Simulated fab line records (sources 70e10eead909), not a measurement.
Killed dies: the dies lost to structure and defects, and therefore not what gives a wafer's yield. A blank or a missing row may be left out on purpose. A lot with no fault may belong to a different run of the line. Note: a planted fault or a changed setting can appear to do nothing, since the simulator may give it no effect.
What tool caused it? :: flow nand-harc :: 72 wafers from 24 lots sampled at 4 of the route's 1302 steps

== WHAT THE GAUGES SHOWED, per wafer ==
NHARC_A_M1_INSPECT_11.
lot: L076
measured: day 23 03:25
on: defect-inspect-02
raw-defect-count: 91 69 61

lot: L075
measured: day 23 05:04
on: defect-inspect-01
raw-defect-count: 70 67 72

lot: L074
measured: day 23 09:23
on: defect-inspect-01
raw-defect-count: 15 22 24

lot: L079
measured: day 25 12:23
on: defect-inspect-01
raw-defect-count: 53 68 69

lot: L078
measured: day 25 15:19
on: defect-inspect-01
raw-defect-count: 155 132 140

lot: L081
measured: day 25 20:05
on: defect-inspect-02
raw-defect-count: 68 46 49

lot: L077
measured: day 25 20:50
on: defect-inspect-02
raw-defect-count: 23 22 32

lot: L080
measured: day 25 21:57
on: defect-inspect-01
raw-defect-count: 142 142 165

lot: L082
measured: day 26 07:56
on: defect-inspect-02
raw-defect-count: 172 172 139

lot: L083
measured: day 26 22:19
on: defect-inspect-01
raw-defect-count: 75 67 81

lot: L084
measured: day 27 16:03
on: defect-inspect-01
raw-defect-count: 66 57 53

lot: L085
measured: day 28 06:13
on: defect-inspect-01
raw-defect-count: 44 33 53

lot: L088
measured: day 28 20:06
on: defect-inspect-02
raw-defect-count: 72 79 75

lot: L087
measured: day 28 23:50
on: defect-inspect-01
raw-defect-count: 83 75 77

lot: L089
measured: day 29 02:15
on: defect-inspect-01
raw-defect-count: 105 68 83

lot: L086
measured: day 29 04:55
on: defect-inspect-02
raw-defect-count: 71 104 74

lot: L090
measured: day 29 08:43
on: defect-inspect-02
raw-defect-count: 99 97 111

lot: L092
measured: day 29 23:47
on: defect-inspect-02
raw-defect-count: 82 79 82

lot: L091
measured: day 30 11:01
on: defect-inspect-02
raw-defect-count: 148 147 158

lot: L094
measured: day 30 16:58
on: defect-inspect-01
raw-defect-count: 140 117 130

lot: L093
measured: day 30 21:16
on: defect-inspect-02
raw-defect-count: 36 32 41

lot: L095
measured: day 32 03:21
on: defect-inspect-02
raw-defect-count: 112 119 102

lot: L096
measured: day 32 04:44
on: defect-inspect-01
raw-defect-count: 22 18 17

lot: L097
measured: day 32 15:09
on: defect-inspect-01
raw-defect-count: 55 60 67

NHARC_A_M1_INSPECT_27.
lot: L076
measured: day 23 06:04
on: defect-inspect-02
raw-defect-count: 401 392 410

lot: L075
measured: day 23 07:49
on: defect-inspect-02
raw-defect-count: 573 449 544

lot: L074
measured: day 23 12:01
on: defect-inspect-02
raw-defect-count: 357 349 422

lot: L079
measured: day 25 15:01
on: defect-inspect-01
raw-defect-count: 474 504 485

lot: L078
measured: day 25 18:02
on: defect-inspect-01
raw-defect-count: 525 517 450

lot: L081
measured: day 25 22:51
on: defect-inspect-02
raw-defect-count: 450 538 457

lot: L077
measured: day 25 23:28
on: defect-inspect-02
raw-defect-count: 589 516 525

lot: L080
measured: day 26 00:35
on: defect-inspect-01
raw-defect-count: 540 499 454

lot: L082
measured: day 26 10:35
on: defect-inspect-02
raw-defect-count: 620 690 960

lot: L083
measured: day 27 00:57
on: defect-inspect-01
raw-defect-count: 385 523 444

lot: L084
measured: day 27 18:41
on: defect-inspect-02
raw-defect-count: 510 422 571

lot: L085
measured: day 28 08:51
on: defect-inspect-01
raw-defect-count: 416 362 442

lot: L088
measured: day 28 22:46
on: defect-inspect-02
raw-defect-count: 480 422 541

lot: L087
measured: day 29 02:28
on: defect-inspect-01
raw-defect-count: 551 397 544

lot: L089
measured: day 29 04:53
on: defect-inspect-01
raw-defect-count: 621 510 600

lot: L086
measured: day 29 07:33
on: defect-inspect-02
raw-defect-count: 636 583 513

lot: L090
measured: day 29 11:22
on: defect-inspect-02
raw-defect-count: 496 375 471

lot: L092
measured: day 30 02:26
on: defect-inspect-01
raw-defect-count: 582 446 508

lot: L091
measured: day 30 13:41
on: defect-inspect-02
raw-defect-count: 614 497 752

lot: L094
measured: day 30 19:36
on: defect-inspect-01
raw-defect-count: 472 458 550

lot: L093
measured: day 30 23:53
on: defect-inspect-01
raw-defect-count: 663 422 408

lot: L095
measured: day 32 06:02
on: defect-inspect-01
raw-defect-count: 531 652 511

lot: L096
measured: day 32 09:05
on: defect-inspect-01
raw-defect-count: 456 435 456

lot: L097
measured: day 32 17:46
on: defect-inspect-01
raw-defect-count: 431 458 416

== EACH LOT AND THE TOOL THAT RAN IT (in order: tool; ch and the chambers of the sampled wafers; start) ==
lot: L076
NHARC_A_M1_DESCUM_14: rie-diel-05 ch 0,1,3, day 23 03:30
NHARC_A_M1_ETCH_15: rie-diel-05 ch 1,2, day 23 06:04 or earlier

lot: L075
NHARC_A_M1_DESCUM_14: rie-diel-07 ch 1,2,3, day 23 05:08
NHARC_A_M1_ETCH_15: rie-diel-07 ch 0,3, day 23 07:49 or earlier

lot: L074
NHARC_A_M1_DESCUM_14: rie-diel-12 ch 1,2,3, day 23 09:28
NHARC_A_M1_ETCH_15: rie-diel-12 ch 1,2,3, day 23 12:01 or earlier

lot: L079
NHARC_A_M1_DESCUM_14: rie-diel-07 ch 0,1,3, day 25 12:27
NHARC_A_M1_ETCH_15: rie-diel-07 ch 0,3, day 25 15:01 or earlier

lot: L078
NHARC_A_M1_DESCUM_14: rie-diel-12 ch 0,1, day 25 15:22
NHARC_A_M1_ETCH_15: rie-diel-12 ch 0,1,2, day 25 18:02 or earlier

lot: L081
NHARC_A_M1_DESCUM_14: rie-diel-05 ch 2,3, day 25 20:09
NHARC_A_M1_ETCH_15: rie-diel-05 ch 1,2, day 25 22:51 or earlier

lot: L077
NHARC_A_M1_DESCUM_14: rie-diel-05 ch 1,2, day 25 20:54
NHARC_A_M1_ETCH_15: rie-diel-05 ch 0,3, day 25 23:28 or earlier

lot: L080
NHARC_A_M1_DESCUM_14: rie-diel-05 ch 0,2, day 25 22:01
NHARC_A_M1_ETCH_15: rie-diel-05 ch 1,2,3, day 26 00:35 or earlier

lot: L082
NHARC_A_M1_DESCUM_14: rie-diel-05 ch 0,1,3, day 26 08:01
NHARC_A_M1_ETCH_15: rie-diel-05 ch 0,1,3, day 26 10:35 or earlier

lot: L083
NHARC_A_M1_DESCUM_14: rie-diel-07 ch 1,3, day 26 22:23
NHARC_A_M1_ETCH_15: rie-diel-07 ch 2,3, day 27 00:57 or earlier

lot: L084
NHARC_A_M1_DESCUM_14: rie-diel-07 ch 0,1, day 27 16:07
NHARC_A_M1_ETCH_15: rie-diel-07 ch 0,2,3, day 27 18:41 or earlier

lot: L085
NHARC_A_M1_DESCUM_14: rie-diel-05 ch 0,2,3, day 28 06:18
NHARC_A_M1_ETCH_15: rie-diel-05 ch 0,3, day 28 08:51 or earlier

lot: L088
NHARC_A_M1_DESCUM_14: rie-diel-05 ch 0,2, day 28 20:10
NHARC_A_M1_ETCH_15: rie-diel-05 ch 0,1,3, day 28 22:46 or earlier

lot: L087
NHARC_A_M1_DESCUM_14: rie-diel-05 ch 0,1,2, day 28 23:55
NHARC_A_M1_ETCH_15: rie-diel-05 ch 2,3, day 29 02:28 or earlier

lot: L089
NHARC_A_M1_DESCUM_14: rie-diel-05 ch 1,3, day 29 02:19
NHARC_A_M1_ETCH_15: rie-diel-05 ch 0,1,2, day 29 04:53 or earlier

lot: L086
NHARC_A_M1_DESCUM_14: rie-diel-05 ch 0,2, day 29 04:59
NHARC_A_M1_ETCH_15: rie-diel-05 ch 1,2,3, day 29 07:33 or earlier

lot: L090
NHARC_A_M1_DESCUM_14: rie-diel-05 ch 1,2,3, day 29 08:47
NHARC_A_M1_ETCH_15: rie-diel-05 ch 0,1,2, day 29 11:22 or earlier

lot: L092
NHARC_A_M1_DESCUM_14: rie-diel-05 ch 2,3, day 29 23:51
NHARC_A_M1_ETCH_15: rie-diel-05 ch 0,1,3, day 30 02:26 or earlier

lot: L091
NHARC_A_M1_DESCUM_14: rie-diel-07 ch 1,2, day 30 11:05
NHARC_A_M1_ETCH_15: rie-diel-07 ch 0,1, day 30 13:41 or earlier

lot: L094
NHARC_A_M1_DESCUM_14: rie-diel-05 ch 0,2,3, day 30 17:02
NHARC_A_M1_ETCH_15: rie-diel-05 ch 0,1,3, day 30 19:36 or earlier

lot: L093
NHARC_A_M1_DESCUM_14: rie-diel-07 ch 0,1,3, day 30 21:20
NHARC_A_M1_ETCH_15: rie-diel-07 ch 1,3, day 30 23:53 or earlier

lot: L095
NHARC_A_M1_DESCUM_14: rie-diel-05 ch 1,2,3, day 32 03:25
NHARC_A_M1_ETCH_15: rie-diel-05 ch 0,1, day 32 06:02 or earlier

lot: L096
NHARC_A_M1_DESCUM_14: rie-diel-07 ch 0,1,2, day 32 04:48
NHARC_A_M1_ETCH_15: rie-diel-07 ch 1,2,3, day 32 09:05 or earlier

lot: L097
NHARC_A_M1_DESCUM_14: rie-diel-07 ch 1,2, day 32 15:13
NHARC_A_M1_ETCH_15: rie-diel-07 ch 1,2,3, day 32 17:46 or earlier
- NHARC_A_M1_DESCUM_14: chemistry O2, time 3 s.
- NHARC_A_M1_ETCH_15: etches the open film in C4F8/Ar, target depth 182.5 nm, time 91.2 s.

== WHAT THE TOOLS THEMSELVES READ (means of the sampled wafers that have a number; where no wafer has one, the mark that the record gives instead) ==
NHARC_A_M1_DESCUM_14.
lot: L076
tool: rie-diel-05
drypump-motor-current-A (A): 5.59
oes-product-au (a.u.): 1.009
rf-vpp-V (V): 58.4
showerhead-plenum-p-Torr (Torr): 1.95
throttle-valve-pct (%): 11.314

lot: L075
tool: rie-diel-07
drypump-motor-current-A (A): 6.06
oes-product-au (a.u.): 0.997
rf-vpp-V (V): 58.0
showerhead-plenum-p-Torr (Torr): 1.98
throttle-valve-pct (%): 11.311

lot: L074
tool: rie-diel-12
drypump-motor-current-A (A): 5.47
oes-product-au (a.u.): 1.002
rf-vpp-V (V): 57.8
showerhead-plenum-p-Torr (Torr): 1.90
throttle-valve-pct (%): 11.308

lot: L079
tool: rie-diel-07
drypump-motor-current-A (A): 5.82
oes-product-au (a.u.): 1.007
rf-vpp-V (V): 57.3
showerhead-plenum-p-Torr (Torr): 1.96
throttle-valve-pct (%): 11.306

lot: L078
tool: rie-diel-12
drypump-motor-current-A (A): 5.40
oes-product-au (a.u.): 1.004
rf-vpp-V (V): 57.1
showerhead-plenum-p-Torr (Torr): 1.83
throttle-valve-pct (%): 11.306

lot: L081
tool: rie-diel-05
drypump-motor-current-A (A): 5.53
oes-product-au (a.u.): 0.999
rf-vpp-V (V): 58.1
showerhead-plenum-p-Torr (Torr): 1.93
throttle-valve-pct (%): 11.313

lot: L077
tool: rie-diel-05
drypump-motor-current-A (A): 5.84
oes-product-au (a.u.): 0.998
rf-vpp-V (V): 58.2
showerhead-plenum-p-Torr (Torr): 2.00
throttle-valve-pct (%): 11.308

lot: L080
tool: rie-diel-05
drypump-motor-current-A (A): 5.80
oes-product-au (a.u.): 1.008
rf-vpp-V (V): 57.3
showerhead-plenum-p-Torr (Torr): 2.01
throttle-valve-pct (%): 11.309

lot: L082
tool: rie-diel-05
drypump-motor-current-A (A): 5.60
oes-product-au (a.u.): 1.002
rf-vpp-V (V): 57.8
showerhead-plenum-p-Torr (Torr): 1.95
throttle-valve-pct (%): 11.309

lot: L083
tool: rie-diel-07
drypump-motor-current-A (A): 6.03
oes-product-au (a.u.): 0.996
rf-vpp-V (V): 57.0
showerhead-plenum-p-Torr (Torr): 2.00
throttle-valve-pct (%): 11.305

lot: L084
tool: rie-diel-07
drypump-motor-current-A (A): 5.70
oes-product-au (a.u.): 0.998
rf-vpp-V (V): 57.6
showerhead-plenum-p-Torr (Torr): 1.95
throttle-valve-pct (%): 11.318

lot: L085
tool: rie-diel-05
drypump-motor-current-A (A): 5.63
oes-product-au (a.u.): 0.998
rf-vpp-V (V): 58.0
showerhead-plenum-p-Torr (Torr): 1.96
throttle-valve-pct (%): 11.307

lot: L088
tool: rie-diel-05
drypump-motor-current-A (A): 5.73
oes-product-au (a.u.): 1.014
rf-vpp-V (V): 57.2
showerhead-plenum-p-Torr (Torr): 2.00
throttle-valve-pct (%): 11.310

lot: L087
tool: rie-diel-05
drypump-motor-current-A (A): 5.77
oes-product-au (a.u.): 1.008
rf-vpp-V (V): 57.8
showerhead-plenum-p-Torr (Torr): 1.99
throttle-valve-pct (%): 11.317

lot: L089
tool: rie-diel-05
drypump-motor-current-A (A): 5.67
oes-product-au (a.u.): 0.993
rf-vpp-V (V): 56.5
showerhead-plenum-p-Torr (Torr): 1.94
throttle-valve-pct (%): 11.311

lot: L086
tool: rie-diel-05
drypump-motor-current-A (A): 5.81
oes-product-au (a.u.): 1.006
rf-vpp-V (V): 57.8
showerhead-plenum-p-Torr (Torr): 2.00
throttle-valve-pct (%): 11.308

lot: L090
tool: rie-diel-05
drypump-motor-current-A (A): 5.67
oes-product-au (a.u.): 0.987
rf-vpp-V (V): 58.8
showerhead-plenum-p-Torr (Torr): 1.95
throttle-valve-pct (%): 11.309

lot: L092
tool: rie-diel-05
drypump-motor-current-A (A): 5.52
oes-product-au (a.u.): 1.003
rf-vpp-V (V): 57.3
showerhead-plenum-p-Torr (Torr): 1.92
throttle-valve-pct (%): 11.315

lot: L091
tool: rie-diel-07
drypump-motor-current-A (A): 6.09
oes-product-au (a.u.): 1.007
rf-vpp-V (V): 59.2
showerhead-plenum-p-Torr (Torr): 2.02
throttle-valve-pct (%): 11.310

lot: L094
tool: rie-diel-05
drypump-motor-current-A (A): 5.62
oes-product-au (a.u.): 1.004
rf-vpp-V (V): 57.0
showerhead-plenum-p-Torr (Torr): 1.96
throttle-valve-pct (%): 11.310

lot: L093
tool: rie-diel-07
drypump-motor-current-A (A): 5.83
oes-product-au (a.u.): 0.995
rf-vpp-V (V): 58.6
showerhead-plenum-p-Torr (Torr): 1.96
throttle-valve-pct (%): 11.305

lot: L095
tool: rie-diel-05
drypump-motor-current-A (A): 5.68
oes-product-au (a.u.): 0.994
rf-vpp-V (V): 57.2
showerhead-plenum-p-Torr (Torr): 1.95
throttle-valve-pct (%): 11.312

lot: L096
tool: rie-diel-07
drypump-motor-current-A (A): 5.88
oes-product-au (a.u.): 0.997
rf-vpp-V (V): 58.9
showerhead-plenum-p-Torr (Torr): 1.98
throttle-valve-pct (%): 11.318

lot: L097
tool: rie-diel-07
drypump-motor-current-A (A): 6.12
oes-product-au (a.u.): 1.002
rf-vpp-V (V): 57.6
showerhead-plenum-p-Torr (Torr): 2.00
throttle-valve-pct (%): 11.308

NHARC_A_M1_ETCH_15.
lot: L076
tool: rie-diel-05
oes-product-au (a.u.): 0.930
rf-vpp-V (V): 442.2

lot: L075
tool: rie-diel-07
oes-product-au (a.u.): 0.951
rf-vpp-V (V): 441.1

lot: L074
tool: rie-diel-12
oes-product-au (a.u.): 0.972
rf-vpp-V (V): 439.9

lot: L079
tool: rie-diel-07
oes-product-au (a.u.): 0.931
rf-vpp-V (V): 440.8

lot: L078
tool: rie-diel-12
oes-product-au (a.u.): 0.976
rf-vpp-V (V): 439.0

lot: L081
tool: rie-diel-05
oes-product-au (a.u.): 0.968
rf-vpp-V (V): 443.1

lot: L077
tool: rie-diel-05
oes-product-au (a.u.): 0.989
rf-vpp-V (V): 441.5

lot: L080
tool: rie-diel-05
oes-product-au (a.u.): 0.957
rf-vpp-V (V): 442.2

lot: L082
tool: rie-diel-05
oes-product-au (a.u.): 0.959
rf-vpp-V (V): 441.3

lot: L083
tool: rie-diel-07
oes-product-au (a.u.): 0.975
rf-vpp-V (V): 442.2

lot: L084
tool: rie-diel-07
oes-product-au (a.u.): 0.972
rf-vpp-V (V): 442.4

lot: L085
tool: rie-diel-05
oes-product-au (a.u.): 0.931
rf-vpp-V (V): 441.7

lot: L088
tool: rie-diel-05
oes-product-au (a.u.): 0.936
rf-vpp-V (V): 441.9

lot: L087
tool: rie-diel-05
oes-product-au (a.u.): 0.971
rf-vpp-V (V): 441.4

lot: L089
tool: rie-diel-05
oes-product-au (a.u.): 0.965
rf-vpp-V (V): 443.0

lot: L086
tool: rie-diel-05
oes-product-au (a.u.): 0.965
rf-vpp-V (V): 442.0

lot: L090
tool: rie-diel-05
oes-product-au (a.u.): 0.924
rf-vpp-V (V): 442.9

lot: L092
tool: rie-diel-05
oes-product-au (a.u.): 0.927
rf-vpp-V (V): 442.3

lot: L091
tool: rie-diel-07
oes-product-au (a.u.): 0.916
rf-vpp-V (V): 443.4

lot: L094
tool: rie-diel-05
oes-product-au (a.u.): 0.926
rf-vpp-V (V): 441.7

lot: L093
tool: rie-diel-07
oes-product-au (a.u.): 0.962
rf-vpp-V (V): 444.0

lot: L095
tool: rie-diel-05
oes-product-au (a.u.): 0.971
rf-vpp-V (V): 441.9

lot: L096
tool: rie-diel-07
oes-product-au (a.u.): 0.925
rf-vpp-V (V): 441.8

lot: L097
tool: rie-diel-07
oes-product-au (a.u.): 0.922
rf-vpp-V (V): 444.6

== THE ANSWER, worked out from the rows above alone ==
Rule: usual is defined by the lots themselves. Put in order of their means at a reading, lots are off if they are a third of the lots or fewer, leave a main group of 4 or more, and stand apart from it by a gap of 3 or more times the standard deviation of the main group's means; of several such gaps the widest counts. The tables above print the reading to a certain number of digits; a main group whose means all agree to those digits is not used. A lot without any number at a reading at which 4 lots or more have one is off too. Any other lot the step has rows for is counted as sound. First the gauges in route order, then the tools' own readings, where a lot's mean is used as printed above. At the first step where some lot is off, the reading lying furthest off is the one used; lots without a number count as furthest.
Nothing can be told from this: no lot is off at any reading shown.

== WHAT HAD BEEN PUT IN BY THE SIMULATOR ==
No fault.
